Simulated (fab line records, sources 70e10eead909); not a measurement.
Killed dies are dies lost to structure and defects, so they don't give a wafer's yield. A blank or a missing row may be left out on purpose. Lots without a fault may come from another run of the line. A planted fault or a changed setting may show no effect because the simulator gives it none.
Chamber matching | flow nand_harc | NHARC_A_CHANNEL_HOLE_D1_DEP_01 on pecvd-04: 3 sister chambers
The step deposits SiON, target thk 140 nm. 16 wafers are shown with their chamber, then 8 later ones without.

WAFERS WITH THEIR CHAMBER
wafer  | chamber | heater_power_w (W) | chamber_pressure_Torr (Torr)
L414.1 | 0       | 763                | 3.495
L414.4 | 0       | 766                | 3.504
L414.5 | 1       | 897                | 3.499
L416.1 | 2       | 571                | 3.494
L416.2 | 1       | 943                | 3.501
L416.6 | 0       | 688                | 3.501
L415.2 | 2       | 602                | 3.497
L415.4 | 0       | 777                | 3.503
L415.6 | 1       | 963                | 3.504
L422.2 | 1       | 757                | 3.496
L422.3 | 2       | 648                | 3.492
L422.6 | 1       | 751                | 3.499
L421.1 | 2       | 610                | 3.501
L421.4 | 1       | 821                | 3.491
L421.6 | 2       | 623                | 3.500
L424.1 | 0       | 740                | 3.488

SIGNATURES (means of the wafers above)
reading               | chamber 0 | chamber 1 | chamber 2 | scatter within a chamber
heater_power_w        | 746.80    | 855.33    | 610.80    | 62.6
chamber_pressure_Torr | 3.49820   | 3.49833   | 3.49680   | 0.00509
Rule: a wafer's distance from a chamber is the root of the sum, over the readings, of the square of ((its reading less the chamber's mean) divided by the reading's scatter). The wafer belongs to the nearest chamber; if the next one is less than 2 further off, it can't be placed. The scatter: the root of (the sum of the squares of (reading less its chamber's mean) over the shown wafers, divided by (wafers less chambers)).

WAFERS WITHOUT THEIR CHAMBER
wafer  | heater_power_w (W) | chamber_pressure_Torr (Torr)
L424.4 | 649                | 3.512
L424.6 | 809                | 3.495
L428.3 | 683                | 3.500
L428.4 | 824                | 3.498
L428.5 | 619                | 3.485
L430.1 | 662                | 3.496
L430.3 | 723                | 3.505
L430.6 | 739                | 3.507

WHICH CHAMBER EACH WENT THROUGH
wafer  | from the rows above          | in truth
L424.4 | can't be placed: 2 or 0 or 1 | 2
L424.6 | can't be placed: 1 or 0      | 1
L428.3 | can't be placed: 0 or 2 or 1 | 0
L428.4 | can't be placed: 1 or 0      | 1
L428.5 | can't be placed: 2 or 0      | 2
L430.1 | can't be placed: 2 or 0      | 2
L430.3 | can't be placed: 0 or 2 or 1 | 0
L430.6 | can't be placed: 0 or 1 or 2 | 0
Placed correctly: 0 of 8. Can't be placed from these rows: 8 (the true chamber is among the candidates in 8). Placed wrongly: 0.
